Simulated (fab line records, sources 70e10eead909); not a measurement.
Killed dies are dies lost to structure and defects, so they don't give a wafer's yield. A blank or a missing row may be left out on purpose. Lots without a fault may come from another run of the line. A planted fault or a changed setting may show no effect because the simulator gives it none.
Chamber matching | flow nand_harc | NHARC_P_CONTACT_ALD_22 on ald_metal-04: 3 sister chambers
The step deposits TiN, target thk 3 nm, pulse time 1 s, ald cycles 150. 16 wafers are shown with their chamber, then 5 later ones without.

WAFERS WITH THEIR CHAMBER
wafer  | chamber | heater_power_w (W) | precursor_pulse_height_rel
L078.1 | 0       | 1033               | 0.965
L078.4 | 1       | 1014               | 1.008
L078.6 | 1       | 1001               | 1.017
L080.1 | 3       | 1156               | 1.024
L080.4 | 0       | 1012               | 0.994
L080.5 | 0       | 1036               | 1.006
L082.2 | 3       | 1124               | 1.042
L082.5 | 3       | 1145               | 1.011
L082.6 | 0       | 1058               | 1.025
L085.2 | 1       | 981                | 0.979
L085.3 | 0       | 1015               | 0.990
L085.6 | 3       | 1118               | 0.978
L084.3 | 0       | 1004               | 1.007
L084.4 | 3       | 1150               | 0.992
L084.5 | 0       | 1046               | 0.981
L087.1 | 0       | 1029               | 1.037

SIGNATURES (means of the wafers above)
reading                    | chamber 0 | chamber 1 | chamber 3 | scatter within a chamber
heater_power_w             | 1029.12   | 998.67    | 1138.60   | 17.5
precursor_pulse_height_rel | 1.00062   | 1.00133   | 1.00940   | 0.0235
Rule: a wafer's distance from a chamber is the root of the sum, over the readings, of the square of ((its reading less the chamber's mean) divided by the reading's scatter). The wafer belongs to the nearest chamber; if the next one is less than 2 further off, it can't be placed. The scatter: the root of (the sum of the squares of (reading less its chamber's mean) over the shown wafers, divided by (wafers less chambers)).

WAFERS WITHOUT THEIR CHAMBER
wafer  | heater_power_w (W) | precursor_pulse_height_rel
L087.6 | 973                | 0.989
L091.4 | 1040               | 1.015
L095.3 | 1060               | 0.975
L095.4 | 1003               | 0.984
L095.6 | 1071               | 0.974

WHICH CHAMBER EACH WENT THROUGH
wafer  | from the rows above          | in truth
L087.6 | can't be placed: 1 or 0      | 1
L091.4 | can't be placed: 0 or 1      | 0
L095.3 | can't be placed: 0 or 1      | 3
L095.4 | can't be placed: 1 or 0      | 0
L095.6 | can't be placed: 0 or 3 or 1 | 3
Placed correctly: 0 of 5. Can't be placed from these rows: 5 (the true chamber is among the candidates in 4). Placed wrongly: 0.
